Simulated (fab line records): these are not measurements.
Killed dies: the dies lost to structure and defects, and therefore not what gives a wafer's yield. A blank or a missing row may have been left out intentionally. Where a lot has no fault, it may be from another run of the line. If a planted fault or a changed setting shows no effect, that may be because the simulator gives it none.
fab line records | flow n5_finfet
[record] lots = 9 wafers = 27 last_day = 17
route steps=1938 shown HKMG_FIN@438 BEOL_M4@1111 PASSIVATION@1936
lots with no fault: from the same line, run without faults
start_h: hours from the record's first day to the start of the lot's first wafer shown | wait_h: hours since the lot's step before | " identical to the entry in the row above | L1.1+2: one row covering several wafers at once | - either no value or no given start | * or withheld: withheld | < > ~ a bound
route shown NAME@n: a module of which the file shows steps, and the number in the route of the first | usual: mean and standard deviation over wafers with no fault | same: alike in all rows | chamber/n: place in a boat | sites: readings site by site | _std_site: the standard deviation of these | _edge_site: the outer-site mean with the inner-site mean subtracted | radius_mm: for every site, how far away it sits from the centre of the wafer | mask NAME#n: copy n | behind: the last tool/chamber to shape the wafer | hold: why the lot was held/for how many hours/how that ended | device: transistor that didn't switch, given as n, p or np | end of line: tests of these same wafers at the route's end | where a step has no rows: the recipe by itself | killed: dies that structure and defects cost at the first sort, which is not the same as the wafer's yield | map: dies across one wafer; x = killed, . = not, _ = none there
set.NAME: the setting as run; set.NAME@STEP: as run at that earlier step | model.NAME: the simulator's own value behind a step, which no gauge read
the route's steps for a sample of lots (tables are steps, rows are wafers)
services: the hour from which a tool's chamber was out of use, counted from the record's first day as start_h (under 0 if before that day), plus the number of hours and why
[[steps]]
[step N5_HKMG_FIN_ETCH_35]
[recipe] chemistry = N2/H2 target = SOC target_depth_a = 2158 ion_energy_ev = 65 bias_w = 5 source_w = 3000 time_s = 243.4 pressure_mtorr = 30 n2_flow_sccm = 200 h2_flow_sccm = 200
[usual] drypump_motor_current_A = 5.5/0.49 h2_flow_sccm = 200.0/0.61 oes_product_au = 0.78/0.094 rf_fwd_power_W = 2993/9.9 rf_vpp_V = 141.5/0.93 showerhead_plenum_p_Torr = 2.53/0.081 throttle_valve_pct = 17.87/0.29
// columns lot.wafer tool chamber start_h wait_h drypump_motor_current_A h2_flow_sccm oes_product_au rf_fwd_power_W rf_hours_counter_h rf_vpp_V showerhead_plenum_p_Torr throttle_valve_pct
L205.1 rie_diel-04 2 82.00 0.0 5.0 201.1 0.72 2991 229 142.5 2.51 17.96
L205.4 " 2 " " 5.1 200.7 0.72 2983 - 142.0 2.51 17.95
L205.6 " 3 " " 6.2 200.6 0.70 2988 - 141.3 2.51 17.82
L208.2 rie_diel-02 0 98.95 0.0 5.1 200.3 0.73 3014 189 140.3 2.41 18.15
L208.5 " 1 " " 6.4 201.1 0.68 2991 - 140.5 2.51 17.54
L208.6 " 2 " " 5.2 200.3 0.89 3012 - 140.6 2.50 17.73
L211.3 rie_diel-04 2 120.55 0.0 5.1 200.0 0.70 2997 243 141.3 2.51 17.98
L211.5 " 3 " " 6.2 200.2 0.69 2993 - 142.0 2.51 17.85
L211.6 " 0 " " 4.9 201.2 0.69 2991 - 140.6 2.54 18.31
L214.3 rie_diel-02 3 137.60 0.0 5.3 200.4 0.97 2995 13 142.7 2.70 17.46
L214.4 " 2 " " 5.2 199.6 0.86 2995 43 143.2 2.50 17.77
L214.6 " 0 " " 5.1 200.4 0.71 2977 - 140.0 2.41 18.18
L216.1 rie_diel-02 3 148.86 0.0 5.3 199.3 0.83 2274 16 156.6 2.69 17.45
L216.2 " 2 " " 5.1 199.7 0.76 2270 47 154.2 2.49 17.76
L216.4 " 0 " " 5.1 199.2 0.63 2269 205 155.5 2.41 18.15
L218.2 rie_diel-02 0 160.32 0.0 5.1 199.3 0.63 2273 210 154.3 2.40 18.17
L218.3 " 1 " " 6.4 200.9 0.59 2274 248 156.0 2.50 17.55
L218.6 " 0 " " 5.1 199.8 0.63 2281 - 154.0 2.40 18.17
L224.3 rie_diel-04 3 202.35 0.0 6.1 200.3 0.91 2994 9 141.7 2.50 17.41
L224.4 " 3 " " 6.2 199.9 0.92 3009 - 139.8 2.50 17.39
L224.6 " 1 " " 6.0 200.0 0.72 3010 - 141.3 2.62 18.27
L225.2 rie_diel-03 0 202.43 0.0 6.1 200.3 0.89 2992 32 141.6 2.49 18.02
L225.3 " 2 " " 5.9 199.7 0.70 2990 232 142.0 2.51 18.02
L225.6 " 0 " " 6.1 200.7 0.90 2983 - 142.2 2.49 18.03
L226.1 rie_diel-03 2 209.36 0.0 5.9 199.7 0.70 2978 235 141.9 2.51 18.03
L226.4 " 2 " " 5.9 200.0 0.70 2997 - 142.0 2.51 18.02
L226.6 " 3 " " 5.2 199.0 0.73 2979 - 141.4 2.66 17.96
[step N5_HKMG_FIN_STRIP_89]
[recipe] chemistry = N2/H2 material = SOC time_s = 20 power_w = 500 temp_c = 40 pressure_mtorr = 50 rf_frequency_hz = 6e+07 bias_power_w = 8 h2_frac = 0.5 n2_flow_sccm = 300 h2_flow_sccm = 300
[usual] drypump_motor_current_A = 5.5/0.49 h2_flow_sccm = 300.0/0.89 oes_product_au = 0.78/0.095 rf_vpp_V = 54.2/0.89 showerhead_plenum_p_Torr = 3.35/0.11 throttle_valve_pct = 19.0/0.44
// columns lot.wafer tool chamber start_h wait_h drypump_motor_current_A h2_flow_sccm oes_product_au rf_hours_counter_h rf_vpp_V showerhead_plenum_p_Torr throttle_valve_pct
L205.1 rie_diel-04 2 83.10 0.0 5.1 299.5 0.71 230 54.6 3.32 19.1
L205.4 " 0 " " 4.9 299.6 0.70 220 54.4 3.36 19.8
L205.6 " 0 " " 5.0 299.2 0.70 - 53.8 3.36 19.8
L208.2 rie_diel-04 3 100.03 0.0 6.2 299.8 0.70 233 54.2 3.32 18.7
L208.5 " 0 " " 5.0 299.9 0.71 - 54.6 3.35 19.8
L208.6 " 3 " " 6.2 300.8 0.70 - 56.2 3.32 18.7
L211.3 rie_diel-04 1 121.71 0.0 6.0 300.7 0.75 174 55.7 3.47 19.4
L211.5 " 3 " " 6.2 300.0 0.70 - 54.7 3.31 18.7
L211.6 " 0 " " 5.0 300.0 0.70 - 54.1 3.35 19.8
L214.3 rie_diel-02 3 138.68 0.0 5.3 301.2 0.96 13 55.4 3.55 18.4
L214.4 " 1 " " 6.4 299.7 0.68 241 53.6 3.31 18.5
L214.6 " 0 " " 5.1 299.2 0.72 - 54.5 3.19 19.1
L216.1 rie_diel-04 1 149.97 0.0 6.0 299.8 0.74 185 54.4 3.47 19.5
L216.2 " 0 " " 5.0 299.9 0.68 246 55.8 3.34 19.8
L216.4 " 1 " " 6.0 299.9 0.73 - 54.3 3.47 19.5
L218.2 rie_diel-03 2 161.40 0.0 5.9 300.8 0.70 213 54.0 3.33 19.4
L218.3 " 1 " " 5.3 300.2 0.84 65 54.6 3.26 18.4
L218.6 " 1 " " 5.3 298.6 0.84 - 54.8 3.26 18.5
L224.3 rie_diel-04 1 203.42 0.0 6.1 300.5 0.71 209 54.5 3.46 19.5
L224.4 " 1 " " 6.0 300.8 0.71 - 54.2 3.46 19.5
L224.6 " 2 " " 5.1 299.2 0.92 - 55.9 3.30 18.7
L225.2 rie_diel-04 2 203.56 0.0 5.1 301.3 0.92 19 53.8 3.30 18.7
L225.3 " 1 " " 6.0 299.8 0.71 209 54.6 3.45 19.5
L225.6 " 1 " " 6.0 299.7 0.71 - 55.1 3.46 19.5
L226.1 rie_diel-03 3 210.59 0.0 5.2 300.1 0.73 162 54.3 3.50 19.2
L226.4 " 3 " " 5.2 301.3 0.73 - 54.4 3.50 19.2
L226.6 " 2 " " 5.9 300.6 0.69 - 55.2 3.32 19.4
[step N5_HKMG_FIN_NWFM_ALD_20]
[recipe] material = TiAlC target_thk_a = 20 temp_c = 300 ald_precursor_family = TiCl4 ald_co_reactant = TEA pulse_time_s = 3 purge_time_s = 2 co_reactant_purge_time_s = 2 co_reactant_pulse_time_s = 10 ald_cycles = 7 pressure_torr = 3
[usual] heater_power_w = 495/45 precursor_pulse_height_rel = 0.999/0.02
[same] purge_time_s = 2
// columns lot.wafer tool chamber start_h wait_h heater_power_w precursor_pulse_height_rel
L205.1 ald_metal-01 3 83.67 0.3 417 0.997
L205.4 " 1 " " 462 0.991
L205.6 " 1 " " 483 1.041
L208.2 ald_metal-01 3 100.61 0.3 415 0.967
L208.5 " 0 " " 460 1.028
L208.6 " 1 " " 473 1.007
L211.3 ald_metal-03 2 122.29 0.2 616 0.989
L211.5 " 2 " " 601 1.016
L211.6 " 1 " " 509 0.962
L214.3 ald_metal-02 1 139.26 0.1 481 0.984
L214.4 " 2 " " 522 0.979
L214.6 " 3 " " 507 0.990
L216.1 ald_metal-02 1 150.56 0.3 486 0.992
L216.2 " 0 " " 527 0.980
L216.4 " 2 " " 532 0.986
L218.2 ald_metal-03 0 161.98 0.3 501 1.006
L218.3 " 3 " " 481 0.995
L218.6 " 3 " " 487 0.979
L224.3 ald_metal-01 0 204.01 0.1 458 1.013
L224.4 " 2 " " 499 0.996
L224.6 " 3 " " 414 1.008
L225.2 ald_metal-03 2 204.14 0.3 590 1.005
L225.3 " 3 " " 477 0.999
L225.6 " 2 " " 614 0.976
L226.1 ald_metal-03 3 211.17 0.3 483 1.010
L226.4 " 2 " " 597 0.995
L226.6 " 0 " " 484 1.010
[step N5_HKMG_FIN_STRIP_90]
[recipe] chemistry = N2/H2 material = SOC time_s = 20 power_w = 500 temp_c = 40 pressure_mtorr = 50 rf_frequency_hz = 6e+07 bias_power_w = 8 h2_frac = 0.5 n2_flow_sccm = 300 h2_flow_sccm = 300
[usual] drypump_motor_current_A = 5.6/0.48 h2_flow_sccm = 299.9/0.94 oes_product_au = 0.77/0.087 rf_vpp_V = 54.2/0.91 showerhead_plenum_p_Torr = 3.36/0.093 throttle_valve_pct = 19.1/0.44
// columns lot.wafer tool chamber start_h wait_h drypump_motor_current_A h2_flow_sccm oes_product_au rf_hours_counter_h rf_vpp_V showerhead_plenum_p_Torr throttle_valve_pct
L205.1 rie_diel-04 0 84.18 0.0 5.0 299.7 0.70 221 54.9 3.36 19.8
L205.4 " 3 " " 6.1 299.3 0.70 228 53.2 3.32 18.7
L205.6 " 0 " " 5.0 298.8 0.70 - 53.7 3.36 19.8
L208.2 rie_diel-04 0 101.10 0.0 5.0 298.7 0.70 227 53.9 3.35 19.8
L208.5 " 0 " " 5.0 298.2 0.70 - 55.3 3.35 19.8
L208.6 " 1 " " 6.0 301.2 0.75 - 56.7 3.48 19.5
L211.3 rie_diel-04 1 122.87 0.0 6.0 302.2 0.74 174 54.5 3.47 19.5
L211.5 " 3 " " 6.2 300.5 0.69 - 55.3 3.31 18.7
L211.6 " 0 " " 5.0 299.5 0.69 - 55.1 3.35 19.8
L214.3 rie_diel-03 3 139.79 0.0 5.2 300.9 0.76 131 55.6 3.52 19.1
L214.4 " 3 " " 5.2 300.7 0.76 - 54.1 3.52 19.1
L214.6 " 2 " " 5.9 299.7 0.71 - 54.3 3.33 19.4
L216.1 rie_diel-03 1 151.12 0.0 5.3 299.8 0.84 61 53.0 3.26 18.4
L216.2 " 3 " " 5.2 300.0 0.76 135 54.1 3.52 19.1
L216.4 " 0 " " 6.2 301.0 0.90 24 54.1 3.29 19.2
L218.2 rie_diel-03 2 162.49 0.0 5.9 300.0 0.71 214 53.5 3.33 19.4
L218.3 " 1 " " 5.3 301.4 0.83 66 53.8 3.26 18.4
L218.6 " 1 " " 5.3 301.5 0.84 - 54.5 3.26 18.4
L224.3 rie_diel-04 2 204.51 0.0 5.1 300.6 0.92 19 53.5 3.30 18.8
L224.4 " 1 " " 6.0 299.5 0.72 - 53.2 3.45 19.5
L224.6 " 2 " " 5.1 299.9 0.93 - 52.4 3.30 18.8
L225.2 rie_diel-03 2 204.79 0.0 5.9 299.5 0.68 233 53.9 3.32 19.4
L225.3 " 0 " " 6.2 300.1 0.87 32 53.1 3.29 19.2
L225.6 " 1 " " 5.3 300.1 0.80 - 54.4 3.25 18.5
L226.1 rie_diel-03 2 211.71 0.0 5.9 299.8 0.68 237 53.5 3.32 19.4
L226.4 " 0 " " 6.2 300.8 0.88 - 54.7 3.29 19.2
L226.6 " 2 " " 5.9 301.8 0.69 - 54.4 3.32 19.4
[step N5_BEOL_M4_RC_MEAS_101]
[usual] DIBL_N = 35.8/1.5 DIBL_P = 35.9/1.8 IOFF_N = 0.152/0.025 IOFF_P = 0.21/0.031 ION_N = 672/11 ION_P = 462/7.4 SS_N = 71.5/0.52 SS_P = 73.2/0.54 VT_N = 250/3 VT_P = -250/3.3
// columns lot.wafer tool chamber start_h wait_h DIBL_N[mV/V] DIBL_P[mV/V] IOFF_N[nA/um] IOFF_P[nA/um] ION_N[uA/um] ION_P[uA/um] SS_N[mV/dec] SS_P[mV/dec] VT_N[mV] VT_P[mV]
L205.1 prober-01 0 166.18 0.0 35.7 36.5 0.146 0.19 670 454 72.9 72.9 251 -253
L205.4 " 0 " " 38.0 38.4 0.192 0.21 672 457 73.0 73.7 250 -249
L205.6 " 0 " " 37.1 37.1 0.176 0.20 682 455 72.7 73.0 251 -249
L208.2 prober-01 0 199.76 0.2 33.9 34.8 0.122 0.16 670 457 70.9 72.9 250 -254
L208.5 " 0 " " 34.9 35.9 0.143 0.17 674 452 70.7 73.0 251 -252
L208.6 " 0 " " 34.1 35.4 0.125 0.16 665 459 71.5 72.6 251 -256
L211.3 prober-02 0 209.16 0.3 37.0 36.6 0.143 0.19 670 459 71.6 73.8 252 -255
L211.5 " 0 " " 37.5 37.7 0.146 0.19 665 453 71.9 74.1 254 -255
L211.6 " 0 " " 35.0 33.7 0.112 0.14 661 450 71.4 72.9 256 -259
L216.1 prober-01 0 236.76 0.0 37.1 37.8 0.177 0.23 667 458 71.3 74.7 248 -248
L216.2 " 0 " " 34.2 34.8 0.128 0.18 677 467 71.8 73.7 252 -250
L216.4 " 0 " " 35.5 36.5 0.145 0.20 672 459 71.3 74.1 251 -253
L214.3 prober-01 0 239.52 0.3 37.8 35.5 0.148 0.21 669 458 71.3 73.0 250 -247
L214.4 " 0 " " 37.7 35.1 0.151 0.21 666 459 72.1 72.7 253 -249
L214.6 " 0 " " 37.9 34.9 0.149 0.20 662 451 72.2 73.3 255 -250
L218.2 prober-01 0 246.47 0.2 35.0 34.8 0.141 0.19 677 463 71.7 72.9 249 -253
L218.3 " 0 " " 35.6 35.4 0.143 0.20 667 464 71.7 73.0 253 -251
L218.6 " 0 " " 35.9 36.6 0.164 0.22 678 466 71.9 73.7 248 -249
L224.3 prober-01 0 289.49 0.3 34.0 34.4 0.141 0.21 664 463 72.0 73.1 252 -247
L224.4 " 0 " " 33.5 34.2 0.127 0.20 648 457 70.8 72.4 253 -247
L224.6 " 0 " " 34.8 36.0 0.159 0.24 689 473 71.4 73.4 249 -246
L225.2 prober-02 0 300.52 0.2 33.7 34.6 0.135 0.20 662 465 71.3 72.6 251 -249
L225.3 " 0 " " 33.9 34.2 0.133 0.19 664 455 71.8 73.0 253 -251
L225.6 " 0 " " 34.5 34.7 0.145 0.20 653 455 71.4 73.2 254 -252
L226.1 prober-01 0 303.34 0.0 36.0 35.4 0.146 0.22 676 467 71.5 73.1 251 -249
L226.4 " 0 " " 35.9 35.9 0.154 0.23 678 466 71.8 73.0 246 -248
L226.6 " 0 " " 35.4 35.1 0.144 0.21 693 468 71.3 72.4 251 -248
[step N5_PASSIVATION_PROBE_49]
[usual] defect_limited_yield = 91.7/1.7 killed_at_M0_to_M3 = 34/10 killed_at_M4_up = 13/5.1 killed_at_contacts = 12/6.2 killed_at_front_end = 36/12 killed_at_other = 3.2/2.6 killed_dies = 98/20 killed_open = 65/13 killed_short = 32/8.4 sort_bin_5_function = 4.8/1.1 sort_bin_6_memory = 3.2/0.74 sort_bin_8_speed = 0.00/0.012 sort_n_pass = 1082/20 sort_yield_pct = 91.7/1.7
[same] gross_dies = 1180 killed_at_back_side = 0 sort_bin_4_leakage[%] = 0
// columns lot.wafer tool chamber start_h wait_h defect_limited_yield[%] killed_at_M0_to_M3 killed_at_M4_up killed_at_contacts killed_at_front_end killed_at_other killed_dies killed_open killed_short sort_bin_5_function[%] sort_bin_6_memory[%] sort_bin_8_speed[%] sort_n_pass sort_yield_pct[%]
L211.3 prober-02 - 319.39 0.1 91.6 35 14 14 28 8 99 76 23 4.8 3.5 0 1081 91.6
L211.5 prober-02 - 319.49 0.2 89.7 30 8 8 72 4 122 83 36 5.8 4.2 0 1058 89.7
L211.6 prober-02 - 319.54 0.3 89.7 40 8 13 59 2 122 82 40 6.7 3.2 0 1058 89.7
// killed by level:class
L211.3 MOL_CONTACT_COAG:geometric_particle:open=12 BEOL_M2:geometric_particle:open=10 BEOL_M4:geometric_particle:open=8 STI_FIN_REVEAL:geometric_particle:open=7 BEOL_M3:geometric_particle:open=7 BEOL_M1:geometric_particle:open=6 BEOL_M0_SAQP:geometric_particle:open=5 FIN_SAQP:geometric_particle:short=4
L211.5 FIN_SAQP:geometric_particle:open=15 FIN_SAQP:geometric_particle:short=12 STI_FIN_REVEAL:geometric_particle:open=11 MOL_CONTACT_COAG:geometric_particle:open=8 BEOL_M3:geometric_particle:open=8 DUMMY_GATE:geometric_particle:open=6 GATE_CUT:geometric_particle:open=6 BEOL_M0_SAQP:geometric_particle:open=6
L211.6 BEOL_M3:geometric_particle:open=14 FIN_SAQP:geometric_particle:open=13 MOL_CONTACT_COAG:geometric_particle:open=9 FIN_SAQP:geometric_particle:short=6 DUMMY_GATE:geometric_particle:short=6 DUMMY_GATE:geometric_particle:open=6 ILD0:geometric_particle:open=6 BEOL_M0_SAQP:geometric_particle:open=6
[[services]]
// columns tool chamber start_h hours kind
rie_diel-03 0 63.04 1.6 repair
ald_metal-03 2 73.11 19.1 repair
rie_diel-02 3 87.23 - clean
rie_diel-02 3 87.23 - consumable_replace:focus_ring
rie_diel-02 3 87.23 - consumable_replace:showerhead
rie_diel-02 3 87.23 14.4 scheduled_down
rie_diel-02 3 87.23 14.4 vent_cycle
ald_metal-01 2 93.62 22.0 repair
rie_diel-03 1 129.58 13.2 repair
rie_diel-04 2 139.87 - clean
rie_diel-04 2 139.87 - consumable_replace:focus_ring
rie_diel-04 2 139.87 23.9 scheduled_down
rie_diel-04 2 139.87 23.9 vent_cycle
rie_diel-04 3 163.89 - clean
rie_diel-04 3 163.89 - consumable_replace:focus_ring
rie_diel-04 3 163.89 13.6 scheduled_down
rie_diel-04 3 163.89 13.6 vent_cycle
rie_diel-02 1 166.72 - clean
rie_diel-04 0 177.63 - clean
rie_diel-04 0 177.63 - consumable_replace:focus_ring
rie_diel-04 0 177.63 29.9 scheduled_down
rie_diel-04 0 177.63 29.9 vent_cycle
ald_metal-03 - 190.28 8.7 pm
rie_diel-03 1 204.96 8.0 repair
[[key]]
[first_sign] step = N5_HKMG_FIN_ETCH_35 reading = rf_fwd_power_W direction = down sigmas = 73 usual = * struck = *
[effect] step = N5_HKMG_FIN_ETCH_35 reading = rf_vpp_V direction = up sigmas = 15 usual = 141.5 struck = 155.1
met_at N5_HKMG_FIN_ETCH_35
struck_lots L216,L218
not_acting_at N5_HKMG_FIN_STRIP_89,N5_HKMG_FIN_NWFM_ALD_20,N5_HKMG_FIN_STRIP_90
onset_between 137.60 148.86
[fault] kind = process_parameter_drift tool = rie_diel-02 chamber = - onset_h = 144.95 steps = N5_HKMG_FIN_ETCH_35 channel = source_w offset = -720 shape = step end_h = 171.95 acts_in = these_recipes_only stated = 3000
